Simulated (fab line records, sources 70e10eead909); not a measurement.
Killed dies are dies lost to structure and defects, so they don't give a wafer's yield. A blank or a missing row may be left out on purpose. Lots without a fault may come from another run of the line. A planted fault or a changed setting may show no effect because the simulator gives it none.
fab line records | flow nand_harc
record lots=24 wafers=72 last_day=35
route steps=1302 shown A_CONTACT@1103 A_BLC@1132 A_M0@1158 A_M1@1181
lots that met no fault: from a run of the same line without faults
start_h: hours from the record's first day to the start of the lot's first wafer shown | wait_h: hours since the lot's step before | " the same as in the row above | L1.1+2: a row that stands for several wafers | - no value, or no start given | * or withheld: withheld | < > ~ a bound
route shown NAME@n: a module of which the file shows steps, and the number in the route of the first | usual: mean/standard deviation of fault-free wafers | same: alike in all rows | chamber/n: place in a boat | sites: the reading at each site | _std_site: their standard deviation | _edge_site: outer sites' mean less inner sites' | radius_mm: how far each site lies from the wafer's centre | mask NAME#n: copy n | behind: the tool/chamber that last shaped the wafer | hold: why the lot was held/for how many hours/how that ended | device: the transistor (n, p or np) that didn't switch | end of line: the same wafers' tests at the end of the route | a step without rows: its recipe alone | killed: dies lost to structure and defects at the first sort, not the wafer's yield | map: a wafer's dies, x killed, . not, _ none there
set.NAME: the setting as run; set.NAME@STEP: as run at that earlier step | model.NAME: the simulator's own value behind a step, which no gauge read
steps of the route over a sample of lots; a table a step, a row a wafer
services: from which hour (start_h, from the record's first day; less than 0 if before it) a tool's chamber was out of use, for how many hours, and why
## steps
# step NHARC_A_CONTACT_CMP_20
# recipe t_overpolish_s=30 target_thk_nm=300
# usual motor_current_A=12.4/1.2 overpolish_run_s=30.000/0.0092 retaining_ring_pressure_frac=1.000/0.0046 time_to_endpoint_s=59/3.1
# columns lot.wafer tool chamber start_h wait_h motor_current_A overpolish_run_s retaining_ring_pressure_frac time_to_endpoint_s
L075.3 cmp-04 1 534.77 0.5 14.1 30.008 0.994 60
L075.4 " 2 " " 13.2 29.999 1.011 61
L075.6 " 2 " " 12.6 30.001 1.008 61
L074.2 cmp-04 2 536.42 0.8 13.6 29.997 1.002 54
L074.6 " 0 " " 12.6 29.993 1.005 54
L074.5 " 1 " " 14.2 30.012 1.006 56
L077.2 cmp-04 0 537.80 0.6 12.8 30.019 1.007 50
L077.3 " 2 " " 13.2 29.991 1.000 52
L077.1 " 3 " " 12.3 29.997 0.995 51
L076.4 cmp-02 2 541.08 0.4 11.5 29.997 0.999 62
L076.2 " 1 " " 11.6 29.997 1.004 59
L076.5 " 2 " " 11.4 29.996 1.006 62
L078.2 cmp-04 0 548.17 0.8 12.6 29.995 0.995 60
L078.1 " 1 " " 13.0 29.997 0.994 58
L078.3 " 2 " " 13.8 29.998 0.998 58
L081.4 cmp-02 1 575.89 0.4 11.5 30.007 0.995 59
L081.1 " 3 " " 13.2 30.005 1.000 60
L081.5 " 1 " " 11.4 29.989 0.996 59
L080.1 cmp-03 0 581.98 0.7 10.4 30.002 1.004 63
L080.2 " 1 " " 11.3 30.024 1.004 58
L080.5 " 3 " " 12.7 30.009 1.001 62
L079.4 cmp-02 1 584.97 0.5 11.4 30.005 0.999 58
L079.2 " 3 " " 13.9 29.999 0.999 59
L079.5 " 0 " " 12.8 30.008 1.002 59
L082.1 cmp-03 2 610.55 0.8 10.3 29.992 1.000 58
L082.2 " 1 " " 11.2 30.009 1.001 58
L082.6 " 3 " " 12.4 30.002 1.005 56
L083.2 cmp-03 1 612.91 0.8 11.1 30.009 0.999 59
L083.6 " 0 " " 11.0 30.009 0.998 61
L083.5 " 1 " " 11.1 30.000 0.998 56
L084.4 cmp-02 3 614.17 0.4 13.3 30.001 0.997 61
L084.2 " 0 " " 13.7 30.008 1.010 59
L084.6 " 1 " " 11.3 30.012 0.997 58
L085.3 cmp-04 2 615.83 0.4 14.0 30.006 1.004 60
L085.5 " 1 " " 14.5 29.990 1.000 61
L085.6 " 2 " " 13.7 29.995 0.994 60
L086.3 cmp-02 1 629.94 0.4 11.6 30.008 1.003 60
L086.2 " 2 " " 11.6 30.007 0.995 65
L086.5 " 0 " " 12.7 30.002 0.992 58
L087.3 cmp-03 1 660.00 0.4 11.0 29.996 0.996 55
L087.2 " 3 " " 11.7 29.985 1.002 58
L087.5 " 2 " " 9.8 29.988 1.003 65
L088.4 cmp-02 2 660.73 0.5 12.4 29.993 1.007 65
L088.1 " 3 " " 13.2 29.982 1.002 63
L088.2 " 0 " " 13.7 29.996 1.002 65
L089.1 cmp-04 1 667.44 0.8 14.1 30.010 0.998 63
L089.5 " 1 " " 14.2 29.995 1.006 61
L089.6 " 2 " " 13.7 29.994 1.000 62
L090.3 cmp-03 1 673.17 0.4 10.6 30.010 1.000 58
L090.2 " 3 " " 13.1 30.001 0.995 61
L090.6 " 2 " " 10.3 29.981 1.000 64
L091.1 cmp-04 1 688.20 0.8 14.4 30.007 1.006 59
L091.4 " 3 " " 12.2 29.998 1.009 55
L091.5 " 1 " " 14.2 30.007 0.999 62
L094.2 cmp-02 1 704.26 0.7 11.1 30.004 0.999 57
L094.4 " 3 " " 13.7 29.997 1.000 55
L094.5 " 1 " " 11.6 30.000 0.996 55
L092.1 cmp-04 2 706.51 0.8 12.9 30.007 0.997 58
L092.3 " 3 " " 12.5 29.986 0.993 59
L092.5 " 1 " " 13.8 30.009 1.005 60
L093.3 cmp-04 1 710.72 0.5 14.3 29.994 0.992 58
L093.5 " 1 " " 13.9 29.998 0.996 57
L093.6 " 2 " " 13.3 30.001 0.991 59
L096.2 cmp-02 0 740.60 0.6 13.1 29.993 0.996 59
L096.3 " 1 " " 11.2 30.001 1.003 65
L096.5 " 1 " " 11.2 29.999 1.001 62
L095.3 cmp-02 3 751.76 1.0 13.0 29.999 1.002 58
L095.5 " 0 " " 13.4 30.001 0.996 61
L095.6 " 1 " " 11.2 30.004 0.999 60
L097.4 cmp-02 3 755.54 0.5 12.5 29.996 0.996 55
L097.2 " 0 " " 12.6 30.007 0.998 55
L097.3 " 1 " " 11.2 29.979 1.000 56
# step NHARC_A_BLC_CVD_24
# recipe target_thk_a=1500 temp_c=300 pressure_torr=40 wf6_flow_sccm=40 h2_flow_sccm=1600 ar_flow_sccm=1560 time_s=434 material=W
# usual heater_power_w=485/69 mfc_h2_sccm=1600/5.5 throttle_valve_pct=8.04/0.25
# same time_s=434
# columns lot.wafer tool chamber start_h wait_h heater_power_w mfc_h2_sccm throttle_valve_pct
L075.3 cvd_w-02 1 - - 595 1600 8.57
L075.4 " 0 " " 494 1608 8.09
L075.6 " 0 " " 498 1614 8.14
L074.2 cvd_w-01 1 - - 457 1593 8.31
L074.6 " 1 " " 453 1594 8.07
L074.5 " 0 " " 414 1590 7.91
L077.1 cvd_w-01 0 - - 417 1591 8.09
L077.2 " 1 " " 447 1603 7.99
L077.3 " 1 " " 454 1600 8.13
L076.2 cvd_w-02 0 - - 495 1606 8.12
L076.4 " 0 " " 511 1598 8.04
L076.5 " 1 " " 602 1596 8.26
L078.2 cvd_w-02 1 - - 601 1592 8.26
L078.1 " 0 " " 497 1601 8.29
L078.3 " 1 " " 604 1606 8.49
L081.1 cvd_w-02 1 - - 606 1591 8.54
L081.4 " 1 " " 624 1598 8.60
L081.5 " 0 " " 489 1600 7.90
L080.1 cvd_w-01 1 - - 472 1597 7.62
L080.2 " 0 " " 410 1604 8.15
L080.5 " 0 " " 419 1606 8.01
L079.2 cvd_w-02 0 - - 502 1597 8.22
L079.4 " 1 " " 612 1596 8.39
L079.5 " 1 " " 617 1593 8.11
L082.2 cvd_w-01 0 - - 414 1602 8.18
L082.1 " 1 " " 472 1604 7.84
L082.6 " 1 " " 468 1601 7.84
L083.2 cvd_w-01 0 - - 423 1607 8.09
L083.5 " 1 " " 472 1596 7.61
L083.6 " 0 " " 415 1601 8.29
L084.2 cvd_w-02 1 - - 604 1597 8.52
L084.4 " 1 " " 595 1596 8.61
L084.6 " 0 " " 490 1610 8.09
L085.3 cvd_w-01 1 - - 478 1611 7.72
L085.5 " 0 " " 411 1601 8.05
L085.6 " 1 " " 458 1603 7.73
L086.2 cvd_w-01 1 - - 473 1598 7.70
L086.3 " 1 " " 468 1598 7.94
L086.5 " 0 " " 409 1603 7.91
L087.2 cvd_w-02 0 - - 513 1594 7.82
L087.3 " 0 " " 519 1602 7.85
L087.5 " 0 " " 536 1601 7.68
L088.1 cvd_w-01 0 - - 415 1606 8.00
L088.2 " 1 " " 472 1602 7.71
L088.4 " 1 " " 484 1596 7.60
L089.1 cvd_w-02 1 - - 609 1590 8.38
L089.5 " 1 " " 609 1593 8.65
L089.6 " 0 " " 526 1592 8.01
L090.2 cvd_w-01 0 - - 409 1606 8.07
L090.3 " 1 " " 451 1594 7.89
L090.6 " 0 " " 420 1598 8.04
L091.1 cvd_w-01 0 - - 419 1609 8.12
L091.4 " 1 " " 468 1598 7.74
L091.5 " 1 " " 474 1601 7.84
L094.2 cvd_w-01 0 - - 409 1593 8.12
L094.4 " 1 " " 472 1597 7.61
L094.5 " 1 " " 468 1593 7.76
L092.1 cvd_w-01 1 - - 478 1598 7.85
L092.3 " 0 " " 413 1596 8.08
L092.5 " 0 " " 426 1607 8.21
L093.3 cvd_w-01 0 - - 417 1604 8.01
L093.5 " 1 " " 470 1606 7.75
L093.6 " 0 " " 403 1609 8.08
L096.2 cvd_w-02 1 - - 617 1596 8.39
L096.3 " 1 " " 613 1593 8.50
L096.5 " 1 " " 622 1595 8.35
L095.3 cvd_w-01 0 - - 404 1596 7.47
L095.5 " 0 " " 397 1591 7.69
L095.6 " 1 " " 469 1600 7.95
L097.2 cvd_w-01 0 - - 405 1605 7.82
L097.3 " 0 " " 407 1605 7.63
L097.4 " 1 " " 456 1608 7.98
# step NHARC_A_M0_PVD_20
# recipe target_thk_a=50 bias_v=168.6 power_w=15000 chamber_pressure_pa=0.12 time_s=8.06 substrate_temp_c=50 material=TaN
# usual bias_v=168.5/1.7 throttle_valve_pct=30.1/1.2
# same time_s=8.06
# columns lot.wafer tool chamber start_h wait_h bias_v throttle_valve_pct
L075.3 pvd_sputter-01 - - - 168.2 29.2
L075.4 " - " " 169.8 29.4
L075.6 " - " " 168.1 29.3
L074.2 pvd_sputter-03 - - - 169.9 31.2
L074.5 " - " " 170.2 29.9
L074.6 " - " " 166.1 30.1
L077.1 pvd_sputter-02 - - - 168.5 32.0
L077.2 " - " " 167.6 28.8
L077.3 " - " " 166.5 30.1
L076.4 pvd_sputter-01 - - - 167.8 29.3
L076.2 " - " " 168.7 29.9
L076.5 " - " " 168.5 31.1
L078.2 pvd_sputter-02 - - - 165.1 28.4
L078.1 " - " " 168.9 30.2
L078.3 " - " " 167.4 28.2
L081.4 pvd_sputter-01 - - - 168.0 30.0
L081.1 " - " " 169.3 29.2
L081.5 " - " " 169.4 29.4
L080.1 pvd_sputter-03 - - - 172.2 29.6
L080.2 " - " " 169.9 30.4
L080.5 " - " " 169.8 31.2
L079.4 pvd_sputter-02 - - - 167.6 30.3
L079.2 " - " " 165.6 31.9
L079.5 " - " " 165.0 28.4
L082.2 pvd_sputter-02 - - - 170.7 30.3
L082.1 " - " " 167.0 28.5
L082.6 " - " " 168.6 28.7
L083.2 pvd_sputter-03 - - - 169.0 30.5
L083.5 " - " " 167.0 29.9
L083.6 " - " " 167.5 30.4
L084.2 pvd_sputter-03 - - - 170.3 31.5
L084.4 " - " " 170.5 29.9
L084.6 " - " " 168.2 31.3
L085.3 pvd_sputter-03 - - - 169.7 31.2
L085.5 " - " " 166.9 31.5
L085.6 " - " " 167.1 31.3
L086.3 pvd_sputter-02 - - - 171.9 28.6
L086.2 " - " " 168.3 32.2
L086.5 " - " " 171.1 28.5
L087.2 pvd_sputter-02 - - - 169.9 28.0
L087.3 " - " " 167.0 28.2
L087.5 " - " " 172.5 28.3
L088.2 pvd_sputter-03 - - - 168.3 31.7
L088.4 " - " " 169.6 31.3
L088.1 " - " " 167.6 29.9
L089.1 pvd_sputter-02 - - - 166.4 28.1
L089.6 " - " " 168.9 28.0
L089.5 " - " " 169.0 30.9
L090.3 pvd_sputter-01 - - - 166.4 30.0
L090.2 " - " " 165.1 31.2
L090.6 " - " " 169.1 30.1
L091.1 pvd_sputter-01 - - - 172.0 30.0
L091.4 " - " " 169.0 30.7
L091.5 " - " " 170.2 29.9
L094.2 pvd_sputter-01 - - - 168.3 30.9
L094.4 " - " " 167.0 29.7
L094.5 " - " " 170.3 29.0
L092.3 pvd_sputter-01 - - - 168.1 28.9
L092.1 " - " " 169.4 29.9
L092.5 " - " " 170.8 29.8
L093.3 pvd_sputter-01 - - - 166.9 30.9
L093.6 " - " " 169.0 28.9
L093.5 " - " " 168.3 29.8
L096.2 pvd_sputter-03 - - - 166.5 32.0
L096.3 " - " " 164.7 31.1
L096.5 " - " " 168.4 32.2
L095.3 pvd_sputter-02 - - - 165.8 28.4
L095.5 " - " " 170.6 32.2
L095.6 " - " " 170.4 28.1
L097.3 pvd_sputter-02 - - - 171.8 32.4
L097.4 " - " " 167.1 27.8
L097.2 " - " " 169.9 28.4
# step NHARC_A_M1_INSPECT_11
# usual raw_defect_count=90/43
# columns lot.wafer tool chamber start_h wait_h raw_defect_count
L075.3 defect_inspect-02 - 543.91 0.0 109
L075.4 " - " " 99
L075.6 " - " " 104
L074.2 defect_inspect-02 - 545.98 0.0 71
L074.5 " - " " 66
L074.6 " - " " 70
L077.1 defect_inspect-02 - 546.79 0.0 63
L077.2 " - " " 64
L077.3 " - " " 74
L076.2 defect_inspect-02 - 550.20 0.0 115
L076.4 " - " " 96
L076.5 " - " " 129
L078.1 defect_inspect-02 - 557.43 0.0 39
L078.2 " - " " 35
L078.3 " - " " 31
L081.1 defect_inspect-01 - 585.16 0.0 143
L081.4 " - " " 148
L081.5 " - " " 150
L080.1 defect_inspect-02 - 591.98 0.0 132
L080.2 " - " " 117
L080.5 " - " " 138
L079.2 defect_inspect-02 - 594.13 0.0 162
L079.4 " - " " 154
L079.5 " - " " 151
L082.1 defect_inspect-01 - 619.79 0.0 129
L082.2 " - " " 117
L082.6 " - " " 145
L083.2 defect_inspect-02 - 621.90 0.0 38
L083.5 " - " " 46
L083.6 " - " " 48
L084.2 defect_inspect-01 - 623.48 0.0 96
L084.4 " - " " 90
L084.6 " - " " 92
L085.3 defect_inspect-02 - 624.79 0.0 67
L085.5 " - " " 72
L085.6 " - " " 70
L086.2 defect_inspect-01 - 638.77 0.0 40
L086.3 " - " " 48
L086.5 " - " " 53
L087.2 defect_inspect-01 - 669.01 0.0 125
L087.3 " - " " 105
L087.5 " - " " 90
L088.1 defect_inspect-02 - 669.68 0.0 76
L088.2 " - " " 61
L088.4 " - " " 58
L089.1 defect_inspect-01 - 676.43 0.0 134
L089.5 " - " " 129
L089.6 " - " " 115
L090.2 defect_inspect-01 - 682.37 0.0 67
L090.3 " - " " 66
L090.6 " - " " 64
L091.1 defect_inspect-01 - 697.25 0.0 33
L091.4 " - " " 33
L091.5 " - " " 29
L094.2 defect_inspect-01 - 713.32 0.0 83
L094.4 " - " " 89
L094.5 " - " " 100
L092.1 defect_inspect-01 - 715.77 0.0 159
L092.3 " - " " 157
L092.5 " - " " 169
L093.3 defect_inspect-01 - 720.24 0.0 89
L093.5 " - " " 70
L093.6 " - " " 71
L096.2 defect_inspect-01 - 750.14 0.0 26
L096.3 " - " " 31
L096.5 " - " " 31
L095.3 defect_inspect-01 - 760.74 0.0 32
L095.5 " - " " 46
L095.6 " - " " 54
L097.2 defect_inspect-02 - 764.39 0.0 159
L097.3 " - " " 141
L097.4 " - " " 158
# step NHARC_A_M1_ETCH_35
# recipe target_depth_a=400 overetch_a=120 time_s=43.94 ion_energy_ev=200 n2_flow_sccm=150 h2_flow_sccm=150 ar_flow_sccm=0 rf_w=400 bias_w=150 chemistry=N2/H2
# usual drypump_motor_current_A=5.6/0.42 oes_product_au=1.000/0.01 rf_fwd_power_W=395.2/2 rf_vpp_V=431.6/2.7 showerhead_plenum_p_Torr=2.08/0.09 throttle_valve_pct=14.172/0.0084
# same time_s=43.94
# columns lot.wafer tool chamber start_h wait_h drypump_motor_current_A oes_product_au rf_fwd_power_W rf_hours_counter_h rf_vpp_V showerhead_plenum_p_Torr throttle_valve_pct
L075.4 rie_diel-12 0 544.06 0.1 5.4 0.985 396.0 2.4 428.9 1.99 14.166
L075.3 " 2 " " 5.2 1.016 392.3 2.0 429.4 1.99 14.165
L075.6 " 3 " " 5.6 0.986 394.1 - 434.1 2.16 14.182
L074.2 rie_diel-10 2 546.12 0.1 5.7 1.001 397.5 6.6 424.8 1.90 14.166
L074.6 " 2 " " 5.7 1.003 397.8 - 426.7 1.90 14.177
L074.5 " 3 " " 5.9 1.011 395.3 - 433.7 2.15 14.165
L077.2 rie_diel-11 0 546.93 0.1 5.5 0.999 395.3 6.2 431.7 2.10 14.176
L077.3 " 1 " " 4.7 1.002 393.1 5.9 428.5 2.01 14.184
L077.1 " 2 " " 6.1 1.001 396.9 6.1 434.1 2.17 14.169
L076.4 rie_diel-11 2 550.35 0.1 6.1 0.996 391.9 6.3 433.9 2.17 14.163
L076.2 " 0 " " 5.5 0.989 396.3 6.4 432.3 2.10 14.171
L076.5 " 2 " " 6.1 1.015 393.7 - 434.9 2.17 14.171
L078.3 rie_diel-10 2 557.57 0.1 5.7 0.997 393.6 7.5 427.3 1.90 14.177
L078.1 " 0 " " 6.4 1.019 397.1 9.2 432.8 2.11 14.173
L078.2 " 1 " " 6.0 0.995 394.0 8.4 428.5 1.97 14.173
L081.4 rie_diel-11 1 585.31 0.1 4.7 0.988 390.7 8.2 429.0 2.01 14.170
L081.1 " 2 " " 6.1 1.008 393.7 8.2 433.5 2.17 14.162
L081.5 " 3 " " 5.6 0.993 394.8 - 436.0 2.18 14.173
L080.1 rie_diel-11 1 592.12 0.1 4.7 0.981 393.0 8.4 430.3 2.01 14.165
L080.2 " 2 " " 6.1 1.001 395.0 8.4 434.2 2.17 14.172
L080.5 " 1 " " 4.7 0.983 392.3 - 429.5 2.01 14.164
L079.4 rie_diel-11 3 594.28 0.1 5.6 1.003 398.4 8.4 433.6 2.18 14.180
L079.2 " 0 " " 5.5 0.983 394.6 8.4 431.2 2.09 14.158
L079.5 " 3 " " 5.7 1.000 398.3 - 434.3 2.18 14.190
L082.1 rie_diel-12 2 619.94 0.1 5.2 1.014 393.9 4.0 428.3 1.99 14.171
L082.2 " 3 " " 5.7 1.002 395.6 3.9 434.7 2.16 14.181
L082.6 " 1 " " 5.5 0.992 394.0 - 430.4 2.05 14.159
L083.2 rie_diel-12 0 622.04 0.1 5.4 0.989 396.3 4.2 428.5 1.99 14.161
L083.5 " 0 " " 5.4 0.993 393.7 - 429.8 1.99 14.175
L083.6 " 1 " " 5.5 0.979 393.3 - 431.0 2.05 14.174
L084.2 rie_diel-10 2 623.63 0.1 5.7 1.012 395.9 0.7 425.4 1.90 14.175
L084.6 " 0 " " 6.4 1.007 397.9 - 432.1 2.11 14.167
L084.4 " 3 " " 5.9 1.007 395.9 - 434.5 2.15 14.165
L085.3 rie_diel-10 0 624.97 0.1 6.4 1.001 395.1 1.1 434.0 2.11 14.181
L085.6 " 2 " " 5.7 1.008 396.8 - 426.8 1.89 14.178
L085.5 " 3 " " 5.9 1.002 396.9 - 435.2 2.15 14.185
L086.3 rie_diel-11 0 638.93 0.1 5.5 0.991 398.3 0.9 431.4 2.09 14.165
L086.2 " 1 " " 4.7 1.009 392.2 1.4 429.3 2.01 14.175
L086.5 " 0 " " 5.5 0.994 395.3 - 431.9 2.09 14.189
L087.2 rie_diel-11 1 669.17 0.1 4.7 1.006 391.9 3.4 429.0 2.01 14.171
L087.3 " 2 " " 6.1 1.006 394.5 2.8 434.7 2.17 14.180
L087.5 " 3 " " 5.7 1.000 398.8 - 435.2 2.18 14.159
L088.2 rie_diel-11 2 669.82 0.1 6.1 0.998 394.3 2.8 435.8 2.17 14.182
L088.1 " 3 " " 5.7 1.005 396.0 3.0 435.1 2.18 14.177
L088.4 " 1 " " 4.7 1.016 391.0 3.4 429.6 2.01 14.177
L089.1 rie_diel-11 2 676.60 0.1 6.1 0.995 394.4 3.3 435.1 2.17 14.171
L089.5 " 3 " " 5.7 1.000 398.3 - 434.8 2.18 14.171
L089.6 " 0 " " 5.5 0.994 398.7 - 431.4 2.09 14.182
L090.3 rie_diel-11 3 682.52 0.1 5.7 0.984 397.1 4.0 433.4 2.18 14.166
L090.2 " 1 " " 4.7 0.997 392.3 4.7 429.9 2.01 14.173
L090.6 " 2 " " 6.1 1.002 396.2 - 432.8 2.17 14.176
L091.1 rie_diel-10 1 697.40 0.1 6.0 0.990 392.4 5.0 428.3 1.97 14.157
L091.4 " 3 " " 5.9 1.013 397.8 5.0 433.3 2.14 14.171
L091.5 " 1 " " 6.0 0.997 394.2 - 428.9 1.97 14.167
L094.4 rie_diel-12 3 713.47 0.1 5.6 1.026 394.6 2.4 433.4 2.16 14.177
L094.2 " 2 " " 5.2 1.023 393.0 2.2 429.7 1.99 14.148
L094.5 " 0 " " 5.5 1.003 396.3 - 429.3 1.99 14.190
L092.1 rie_diel-10 0 715.92 0.1 6.4 1.004 396.7 6.1 432.6 2.11 14.172
L092.3 " 3 " " 5.9 1.015 396.0 5.6 434.1 2.14 14.158
L092.5 " 1 " " 6.0 0.995 394.2 - 428.8 1.97 14.164
L093.3 rie_diel-11 1 720.40 0.1 4.7 1.000 392.9 6.5 429.2 2.01 14.184
L093.5 " 2 " " 6.1 1.007 393.4 - 435.0 2.17 14.169
L093.6 " 3 " " 5.6 0.996 397.1 - 435.0 2.18 14.185
L096.2 rie_diel-12 0 750.29 0.1 5.5 0.992 393.3 3.3 428.7 1.99 14.163
L096.3 " 2 " " 5.2 1.005 391.2 3.4 428.9 1.98 14.174
L096.5 " 0 " " 5.4 0.989 394.5 - 429.1 1.99 14.171
L095.3 rie_diel-12 2 760.89 0.1 5.2 1.011 393.9 3.8 429.4 1.98 14.155
L095.6 " 1 " " 5.5 0.993 394.0 - 431.4 2.05 14.167
L095.5 " 2 " " 5.2 1.011 392.2 - 429.6 1.98 14.176
L097.4 rie_diel-12 2 764.54 0.1 5.2 1.004 393.4 3.9 429.5 1.98 14.181
L097.3 " 3 " " 5.6 1.000 392.7 4.1 432.8 2.16 14.177
L097.2 " 0 " " 5.4 0.994 394.4 3.9 429.6 1.99 14.166
# step NHARC_A_M1_INSPECT_27
# usual raw_defect_count=585/130
# columns lot.wafer tool chamber start_h wait_h raw_defect_count
L075.3 defect_inspect-01 - 546.55 0.0 437
L075.4 " - " " 587
L075.6 " - " " 554
L074.2 defect_inspect-02 - 548.88 0.0 518
L074.5 " - " " 463
L074.6 " - " " 457
L077.1 defect_inspect-01 - 549.44 0.0 849
L077.2 " - " " 755
L077.3 " - " " 700
L076.2 defect_inspect-01 - 552.88 0.0 351
L076.4 " - " " 404
L076.5 " - " " 398
L078.1 defect_inspect-01 - 560.13 0.0 557
L078.2 " - " " 682
L078.3 " - " " 846
L081.1 defect_inspect-01 - 588.08 0.0 649
L081.4 " - " " 535
L081.5 " - " " 592
L080.1 defect_inspect-02 - 594.60 0.0 598
L080.2 " - " " 510
L080.5 " - " " 688
L079.2 defect_inspect-02 - 596.77 0.0 670
L079.4 " - " " 683
L079.5 " - " " 732
L082.1 defect_inspect-01 - 622.49 0.0 504
L082.2 " - " " 624
L082.6 " - " " 693
L083.2 defect_inspect-01 - 624.62 0.0 531
L083.5 " - " " 923
L083.6 " - " " 501
L084.2 defect_inspect-02 - 626.30 0.0 601
L084.4 " - " " 432
L084.6 " - " " 548
L085.3 defect_inspect-01 - 627.56 0.0 501
L085.5 " - " " 453
L085.6 " - " " 718
L086.2 defect_inspect-01 - 641.40 0.0 618
L086.3 " - " " 544
L086.5 " - " " 493
L087.2 defect_inspect-01 - 671.65 0.0 539
L087.3 " - " " 690
L087.5 " - " " 691
L088.1 defect_inspect-01 - 672.35 0.0 667
L088.2 " - " " 462
L088.4 " - " " 684
L089.1 defect_inspect-01 - 679.06 0.0 755
L089.5 " - " " 729
L089.6 " - " " 605
L090.2 defect_inspect-02 - 685.00 0.0 463
L090.3 " - " " 735
L090.6 " - " " 598
L091.1 defect_inspect-01 - 699.88 0.0 459
L091.4 " - " " 518
L091.5 " - " " 445
L094.2 defect_inspect-02 - 715.98 0.0 552
L094.4 " - " " 605
L094.5 " - " " 594
L092.1 defect_inspect-02 - 718.46 0.0 644
L092.3 " - " " 514
L092.5 " - " " 534
L093.3 defect_inspect-02 - 722.89 0.0 555
L093.5 " - " " 455
L093.6 " - " " 483
L096.2 defect_inspect-01 - 752.84 0.0 487
L096.3 " - " " 724
L096.5 " - " " 536
L095.3 defect_inspect-01 - 763.43 0.0 417
L095.5 " - " " 682
L095.6 " - " " 474
L097.2 defect_inspect-01 - 767.03 0.0 530
L097.3 " - " " 720
L097.4 " - " " 512
## services
# columns tool chamber start_h hours kind
cmp-04 - 522.72 0.8 repair
cmp-02 - 526.65 4.0 pm
cvd_w-01 - 547.00 13.0 pm
cmp-04 - 568.15 4.6 repair
cmp-04 - 585.75 1.7 repair
cmp-04 - 592.36 3.6 repair
cvd_w-02 0 597.91 9.9 repair
cmp-04 - 603.07 4.0 pm
rie_diel-11 - 609.50 9.0 pm
cvd_w-02 1 618.89 3.2 repair
cmp-02 - 619.36 2.4 repair
rie_diel-11 0 619.74 6.2 repair
cmp-02 - 624.65 4.0 pm
cmp-02 - 637.93 1.8 repair
rie_diel-11 - 641.52 1.1 repair
cmp-02 - 654.76 2.7 repair
cvd_w-01 - 693.97 0.9 repair
rie_diel-11 - 712.77 0.4 repair
cvd_w-01 1 717.74 13.4 repair
rie_diel-11 0 722.32 7.2 repair
cmp-02 - 722.65 4.0 pm
cvd_w-01 0 727.10 2.0 repair
cvd_w-01 - 729.13 13.0 pm
rie_diel-11 2 752.06 21.5 repair
## key
fault none
